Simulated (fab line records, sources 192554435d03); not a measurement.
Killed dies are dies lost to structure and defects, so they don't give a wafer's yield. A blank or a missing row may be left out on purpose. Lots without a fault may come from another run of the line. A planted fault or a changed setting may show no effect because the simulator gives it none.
A struck lot beside a sound one | flow n5_finfet | 15 steps out of a route of 1938
Sound: wafers L362.2, L362.4, L362.6. Struck: wafers L366.5, L366.6. The cause comes at the end.
At each step with rows: each side's tool, then ch and its chambers, then its first start. Under that, the readings that differ: sound wafers | struck wafers | difference of the means | sigmas: that difference in standard deviations of wafers without a fault.
alike: readings whose means differ by less than 2 such deviations, and words and numbers that are the same on both sides. not compared: withheld readings, readings that some wafer has no value for, bounds like >300 that may hide the same value, and numbers for which the record gives no deviation and whose values overlap.
The two part at a step that has a row with sigmas, a row that says differs or no value, or rows on one side only. Numbers that don't overlap but have no deviation are shown without sigmas and don't part them. A reading that every wafer of one side lacks parts them only if that side has two wafers or more.

first, 3 steps without rows for these wafers: N5_HKMG_FIN_STRIP_89 (strips SOC in N2/H2, time 20 s); N5_HKMG_FIN_WET_ETCH_87 (etches TiN in SC1, time 154.2 s, target depth 4.7 nm, rinse time 30 s); N5_HKMG_FIN_STRIP_88 (strips in N2/H2, time 360 s).
N5_HKMG_FIN_NWFM_ALD_20: deposits TiAlC, target thk 2 nm, pulse time 3 s, purge time 2 s.
  sound on ald_metal-04 ch 0,3, day 6 20:00; struck on ald_metal-01 ch 2,3, day 7 15:32
  alike: heater_power_w, precursor_pulse_height_rel
  not compared: ald_cycles
then, 2 steps without rows for these wafers: N5_HKMG_FIN_ALD_71 (deposits TiN, target thk 1 nm, pulse time 1 s, purge time 3 s); N5_HKMG_FIN_COAT_66 (time 60 s, resist thk 300 nm).
N5_HKMG_FIN_ETCH_67: etches SOC in N2/H2, stops on TiN, target depth 388.9 nm.
  sound on rie_diel-04 ch 0,2,3, day 6 20:26; struck on rie_diel-03 ch 1,2, day 7 15:58
  alike: chamber_pressure_mTorr, drypump_motor_current_A, h2_flow_sccm, oes_product_au, rf_vpp_V, showerhead_plenum_p_Torr, throttle_valve_pct
  not compared: rf_hours_counter_h
N5_HKMG_FIN_STRIP_90: strips SOC in N2/H2, time 20 s.
  sound on rie_diel-04 ch 0,2,3, day 6 20:30; struck on rie_diel-03 ch 1,2, day 7 16:01
  alike: chamber_pressure_mTorr, drypump_motor_current_A, h2_flow_sccm, oes_product_au, rf_vpp_V, showerhead_plenum_p_Torr, throttle_valve_pct
  not compared: rf_hours_counter_h
then, 1 step without rows for these wafers: N5_HKMG_FIN_WET_ETCH_73 (etches the open film in SC1, time 42.3 s, target depth 1.3 nm, rinse time 30 s).
N5_HKMG_FIN_ETCHBACK_68: etches the open film in Cl2/Ar, stops on HfO2, target depth 0.5 nm.
  sound on rie_metal-03 ch 0,1, day 6 20:40; struck on rie_metal-03 ch 0,1, day 7 16:13
  alike: chamber_pressure_mTorr, drypump_motor_current_A, mfc_ar_sccm, oes_ar_750_au, oes_product_au, throttle_valve_pct
  not compared: rf_hours_counter_h
N5_HKMG_FIN_STRIP_69: strips in N2/H2, time 360 s.
  sound on plasma_asher-02 ch 0,1, day 6 20:48; struck on plasma_asher-01 ch 0,1, day 7 16:32
  alike: drypump_motor_current_A, h2_flow_sccm, heater_power_w
  not compared: rf_hours_counter_h
then, 1 step without rows for these wafers: N5_HKMG_FIN_ALD_21 (deposits TiN, target thk 1.5 nm, pulse time 1 s, purge time 3 s).
N5_HKMG_FIN_ALD_72: deposits W, target thk 2 nm, pulse time 1 s, purge time 2 s.
  sound on cvd_w-02 ch 0,1, day 6 21:33; struck on cvd_w-01 ch 0,1, day 7 17:04
  reading                                | sound     | struck | difference | sigmas
  ald_cycles                             | 7 7 7     | 3 3    | -4         |
  model.W_of_HKMG_FIN_ALD_72.thk_nm (nm) | 2.2 2.2 2 | 1 0.8  | -1         |
  alike: heater_power_w, precursor_pulse_height_rel
then, 1 step without rows for these wafers: N5_HKMG_FIN_W_FILL_22 (material W, target thk 60 nm, time 18.2 s).
-- the record jumps here: 4 days lie between the struck wafers' starts before and after (it left off in module HKMG_FIN and takes up again in module BEOL_M4, whose first step shown is number 1111 of the route) --
N5_BEOL_M4_RC_MEAS_101:
  sound on prober-01 ch 0, day 10 16:23; struck on prober-02 ch 0, day 11 14:39
  reading       | sound       | struck  | difference | sigmas
  ION_P (uA/um) | 467 460 466 | 452 450 | -13        | -2
  alike: DIBL_N, DIBL_P, IOFF_N, IOFF_P, ION_N, SS_N, SS_P, VT_N, VT_P

WHERE THEY PART
Only at N5_BEOL_M4_RC_MEAS_101, within this record.

WHY: what the simulator had put in
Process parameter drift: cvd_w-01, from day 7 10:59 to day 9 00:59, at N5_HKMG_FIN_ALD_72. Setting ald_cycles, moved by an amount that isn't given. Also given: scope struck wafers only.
